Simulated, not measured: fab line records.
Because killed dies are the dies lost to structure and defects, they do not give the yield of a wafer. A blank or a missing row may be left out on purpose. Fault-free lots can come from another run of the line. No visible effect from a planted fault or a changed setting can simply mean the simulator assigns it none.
Chamber matching    flow n5Finfet    cmp-04 running N5_STI_FIN_REVEAL_CMP_04: 4 sister chambers
The step polishes, stops on Si3N4, t overpolish 4 s, target thk 131.83 nm. 4 wafers are shown with their chamber, then 10 later ones without.

== WAFERS WITH THEIR CHAMBER ==
wafer   chamber  motorCurrentA (A)
L087.4  2        8.5
L088.1  1        7.2
L089.1  0        7.9
L089.4  3        7.1

== WAFERS WHOSE CHAMBER IS MISSING ==
wafer   motorCurrentA (A)
L089.5  6.9
L094.2  8.1
L094.3  6.8
L094.5  8.9
L096.1  7.0
L096.3  8.3
L096.5  7.1
L097.1  8.0
L097.3  8.0
L097.5  7.5

== WHICH CHAMBER EACH WENT THROUGH ==
wafer   from the rows above           in truth
L089.5  can't be placed: 3 or 1       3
L094.2  can't be placed: 0 or 2       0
L094.3  can't be placed: 3 or 1       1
L094.5  2                             2
L096.1  can't be placed: 3 or 1       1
L096.3  can't be placed: 2 or 0       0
L096.5  can't be placed: 3 or 1       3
L097.1  can't be placed: 0 or 2       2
L097.3  can't be placed: 0 or 2       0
L097.5  can't be placed: 1 or 0 or 3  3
Correctly placed: 1 of 10. Not placeable from these rows: 9 (in 9, the candidates include the true chamber). Wrongly placed: 0.
How it was worked out, from the rows above alone: a wafer's distance from a chamber is the root of the sum, over the readings, of the square of ((its reading less the chamber's mean) divided by the reading's scatter). If the next closest chamber is less than 2 further off than the closest, the wafer can't be placed; otherwise it belongs to the closest. Each chamber's mean is taken over the wafers shown for it. The scatter: with one shown wafer a chamber, the root of the mean of the squares of how far each hidden wafer lies from its nearest shown one.
